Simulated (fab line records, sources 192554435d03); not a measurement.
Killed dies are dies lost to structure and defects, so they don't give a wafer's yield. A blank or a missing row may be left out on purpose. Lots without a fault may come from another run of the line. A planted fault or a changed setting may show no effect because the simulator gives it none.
Problem report in the 8D (eight disciplines) form, filled by code | flow n5_finfet | the parts of the form that need people (team, actions taken, sign-off) are left out

1. THE PROBLEM
spin_speed_rpm at N5_BEOL_M5_COAT_60 reads a mean of 1555.5 rpm on 6 wafers of 2 lots; wafers without a fault read 1500.0 rpm with a standard deviation of 1. That is +56 standard deviations from the usual mean.
The step: time 60 s, resist thk 12 nm.
First seen on wafer L570.1, day 13 10:02, on litho_track-03. The record holds 35 wafers of 13 lots with a number at this step. Rule for "out", or "out of limits": more than 4 standard deviations from the usual mean. The other wafers with a number count as sound.

2. WHAT IT IS AND WHAT IT IS NOT
question                    | is                     | is not
which readings at this step | spin_speed_rpm         | -
which lots                  | L570, L574             | L555, L557, L558, L559, L560, L562, L565, L572, L573, L576, L577
which wafers of those lots  | all that have a number | -
read on which tools         | litho_track-03         | litho_track-04, litho_track-05
when                        | from day 13 10:02      | up to then (18 sound wafers); but 11 sound wafers of L572, L573, L576, L577 came after

3. SUSPECTS, AND WHAT RULES EACH OUT
Counting: a tool at a process step up to the reading stays a suspect if it ran every lot that is out and no sound lot after the first of them.
- litho_track-03 at N5_BEOL_M5_COAT_60 (time 60 s, resist thk 12 nm): kept. It ran every lot that is out, first L570 (day 13 10:02), and no sound lot after that; its last sound lot up to then is L565 (day 11 16:58). Its own readings are out on those wafers: spin_speed_rpm.
Left after counting: litho_track-03 at N5_BEOL_M5_COAT_60.

4. THE CAUSE (what the simulator had put in)
Process parameter drift: litho_track-03, from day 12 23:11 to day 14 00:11, at N5_BEOL_M5_COAT_60. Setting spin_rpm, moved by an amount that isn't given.
Counting left only this tool.

5. THE CHAIN OF EFFECTS, in route order
Each row: a reading whose mean over the struck wafers that have a number lies more than 3 standard deviations from the usual. Only readings for which the record gives a usual standard deviation are gone through. hours: the time from each lot's start at the first step in this table that gives one to its start at this step, as a median over the lots. sigmas: the change in usual standard deviations.
hours | step               | reading        | usual      | on struck wafers | change | sigmas
0     | N5_BEOL_M5_COAT_60 | spin_speed_rpm | 1500.0 rpm | 1555.5           | +55.5  | +56
The process steps in it:
- N5_BEOL_M5_COAT_60: time 60 s, resist thk 12 nm.

6. WHAT WOULD HAVE CAUGHT IT SOONER
In this record the first reading out of limits was taken at day 13 10:02, 11 hours after the fault began at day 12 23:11.
